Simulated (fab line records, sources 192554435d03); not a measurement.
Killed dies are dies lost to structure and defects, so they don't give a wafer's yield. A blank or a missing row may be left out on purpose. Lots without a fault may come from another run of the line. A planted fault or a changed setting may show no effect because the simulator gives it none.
A struck lot beside a sound one | flow n5_finfet | 16 steps out of a route of 1938
Sound: wafers L150.4, L150.5, L150.6. Struck: wafers L139.4, L139.5, L139.6. The cause comes at the end.
At each step with rows: each side's tool, then ch and its chambers, then its first start. Under that, the readings that differ: sound wafers | struck wafers | difference of the means | sigmas: that difference in standard deviations of wafers without a fault.
alike: readings whose means differ by less than 2 such deviations, and words and numbers that are the same on both sides. not compared: withheld readings, readings that some wafer has no value for, bounds like >300 that may hide the same value, and numbers for which the record gives no deviation and whose values overlap.
The two part at a step that has a row with sigmas, a row that says differs or no value, or rows on one side only. Numbers that don't overlap but have no deviation are shown without sigmas and don't part them. A reading that every wafer of one side lacks parts them only if that side has two wafers or more.

first, 12 steps without rows for these wafers: N5_BEOL_M2_DESCUM_33 (chemistry O2, time 7 s); N5_BEOL_M2_ETCH_77 (etches underlayer in N2/H2, target depth 6.5 nm, time 5.2 s); N5_BEOL_M2_ETCH_69 (etches SiARC in CF4, target depth 15.6 nm, time 26 s); N5_BEOL_M2_ALD_98 (deposits SiO2, target thk 2.5 nm, pulse time 1 s, co reactant pulse time 1 s); N5_BEOL_M2_ETCHBACK_99 (etches SiO2 in CHF3, target depth 5 nm, time 10.4 s); N5_BEOL_M2_ETCH_70 (etches SOC in N2/H2, target depth 80 nm, overetch 24 nm, time 130 s); N5_BEOL_M2_STRIP_71 (strips in N2/H2); N5_BEOL_M2_STRIP_78 (strips in N2/H2); N5_BEOL_M2_VIA_ETCH_34 (etches the open film in C4F6/O2, target depth 69.4 nm, time 65.9 s); N5_BEOL_M2_STRIP_83 (strips in C4F6/O2); N5_BEOL_M2_STRIP_36 (strips in N2/H2); N5_BEOL_M2_TRENCH_ETCH_37 (etches SiOC in C4F6/O2, target depth 55.555 nm, time 29.2 s).
N5_BEOL_M2_ETCH_41: etches SiCN in CH3F/O2, target depth 29.9 nm, time 52.5 s.
  sound on rie_diel-01 ch 0,1,2, day 11 21:47; struck on rie_diel-02 ch 2,3, day 9 05:31
  no value came back on the struck wafers for any of 7 readings (CH3F_flow_sccm (sccm), O2_flow_sccm (sccm) and others); on the sound wafers CH3F_flow_sccm (sccm) reads 29.89 30.21 29.89
  not compared: rf_hours_counter_h
then, 1 step without rows for these wafers: N5_BEOL_M2_STRIP_97 (strips in N2/H2, time 10 s).
N5_BEOL_M4_RC_MEAS_101:
  the record has rows for the sound wafers here (prober-02 ch 0, day 13 00:36) and none for the struck ones
-- the record jumps here: 5 days lie between the struck wafers' starts before and after (it left off in module BEOL_M4 and takes up again in module PASSIVATION, whose first step shown is number 1936 of the route) --
N5_PASSIVATION_PROBE_49:
  sound on prober-01, day 17 09:28; struck on prober-01, day 14 06:04
  reading                  | sound          | struck         | difference | sigmas
  defect_limited_yield (%) | 92.0 88.0 88.0 | 0 0 0          | -89        | -60
  killed_at_M0_to_M3       | 16 57 42       | 1087 1120 1100 | +1064      | +97
  killed_dies              | 94 142 142     | 1180 1180 1180 | +1054      | +62
  killed_on_rim            | 17 22 15       | 152 152 152    | +134       | +34
  sort_bin_5_function (%)  | 5.5 6.8 6.4    | 95.0 96.1 96.0 | +89.5      | +91
  sort_n_pass              | 1086 1038 1038 | 0 0 0          | -1054      | -62
  sort_yield_pct (%)       | 92.0 88.0 88.0 | 0 0 0          | -89        | -60
  alike: killed_at_M4_up, killed_at_contacts, killed_at_front_end, killed_at_other, killed_open, killed_short, sort_bin_6_memory, sort_bin_8_speed

WHERE THEY PART
First at N5_BEOL_M2_ETCH_41; last, within this record, at N5_PASSIVATION_PROBE_49.

WHY: what the simulator had put in
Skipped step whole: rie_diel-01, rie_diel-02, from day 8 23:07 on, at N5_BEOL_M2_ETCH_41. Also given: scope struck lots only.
